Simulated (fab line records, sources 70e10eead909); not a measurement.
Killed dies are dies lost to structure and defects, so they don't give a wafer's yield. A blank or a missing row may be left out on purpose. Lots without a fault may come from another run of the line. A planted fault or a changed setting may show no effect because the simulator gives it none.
Which tool did it? | flow nand_harc | 12 lots, 36 wafers sampled, at 4 steps of a route of 1302

WHAT THE GAUGES READ, wafer by wafer
NHARC_A_M1_CD_MEAS_16.
lot  | measured     | on        | cd_nm (nm)
L076 | day 23 16:38 | cd_sem-03 | 121.0 121.0 121.0
L077 | day 23 22:34 | cd_sem-03 | 121.6 121.2 121.1
L079 | day 25 04:16 | cd_sem-03 | 122.5 121.6 122.7
L081 | day 25 23:29 | cd_sem-03 | 120.7 121.4 120.5
L083 | day 26 14:55 | cd_sem-03 | 120.8 118.5 120.2
L087 | day 28 00:59 | cd_sem-01 | 119.2 119.5 119.1
L086 | day 28 09:59 | cd_sem-01 | 120.9 118.8 119.6
L091 | day 29 09:22 | cd_sem-03 | 118.9 119.9 119.2
L088 | day 29 18:32 | cd_sem-03 | 120.2 119.7 120.4
L092 | day 30 10:16 | cd_sem-03 | 118.6 119.6 121.0
L094 | day 31 04:57 | cd_sem-03 | 119.7 118.9 120.3
L096 | day 31 16:59 | cd_sem-03 | 119.7 120.4 119.9

WHICH TOOL RAN EACH LOT (tool, then ch and the chambers of the sampled wafers, then the start)
lot  | NHARC_A_BLC_STRIP_21               | NHARC_A_BLC_PVD_32                      | NHARC_A_M0_ETCH_34
L076 | rie_diel-07 ch 0,2,3, day 23 09:24 | pvd_sputter-01, day 23 12:22 or earlier | rie_diel-05 ch 1,2, day 23 12:22
L077 | rie_diel-11 ch 0,2,3, day 23 15:14 | pvd_sputter-03, day 23 18:12 or earlier | rie_diel-13 ch 1,2,3, day 23 18:12
L079 | rie_diel-06 ch 2,3, day 24 20:59   | pvd_sputter-02, day 24 23:59 or earlier | rie_diel-05 ch 1,3, day 24 23:59
L081 | rie_diel-11 ch 0,1,2, day 25 15:53 | pvd_sputter-01, day 25 19:10 or earlier | rie_diel-13 ch 1,2,3, day 25 19:10
L083 | rie_diel-07 ch 0,1, day 26 07:34   | pvd_sputter-01, day 26 10:25 or earlier | rie_diel-03 ch 1,2, day 26 10:25
L087 | rie_diel-11 ch 1,2,3, day 27 17:43 | pvd_sputter-01, day 27 20:43 or earlier | rie_diel-03 ch 1,2,3, day 27 20:43
L086 | rie_diel-11 ch 0,1,3, day 28 03:01 | pvd_sputter-01, day 28 05:52 or earlier | rie_diel-05 ch 0,1,3, day 28 05:52
L091 | rie_diel-11 ch 0,1,2, day 29 02:13 | pvd_sputter-03, day 29 05:11 or earlier | rie_diel-05 ch 0,2,3, day 29 05:11
L088 | rie_diel-07 ch 0,2,3, day 29 11:19 | pvd_sputter-02, day 29 14:19 or earlier | rie_diel-05 ch 0,2,3, day 29 14:19
L092 | rie_diel-07 ch 1,3, day 30 03:19   | pvd_sputter-02, day 30 06:08 or earlier | rie_diel-05 ch 1,2,3, day 30 06:08
L094 | rie_diel-07 ch 0,2,3, day 30 21:44 | pvd_sputter-03, day 31 00:43 or earlier | rie_diel-05 ch 0,1,3, day 31 00:43
L096 | rie_diel-07 ch 0,1,3, day 31 09:45 | pvd_sputter-03, day 31 12:43 or earlier | rie_diel-05 ch 1,2,3, day 31 12:43
- NHARC_A_BLC_STRIP_21: strips in O2.
- NHARC_A_BLC_PVD_32: deposits Ti, target thk 5 nm, time 17.7 s.
- NHARC_A_M0_ETCH_34: etches the open film in N2/H2, target depth 40 nm, overetch 12 nm, time 43.94 s.

THE ANSWER, worked out from the rows above alone
Rule: what is usual is taken from the lots themselves. Put in order of their means at a reading, lots are off if they are a third of the lots or fewer, leave a main group of 4 or more, and stand apart from it by a gap of 3 or more times the standard deviation of the main group's means; of several such gaps the widest counts. A main group whose means are all the same, to the digits that the tables above print for the reading, isn't used. A lot without any number at a reading at which 4 lots or more have one is off too. The other lots that the step has rows for count as sound.
No lot is off at any reading shown: from this, nothing can be told.

WHAT THE SIMULATOR HAD PUT IN
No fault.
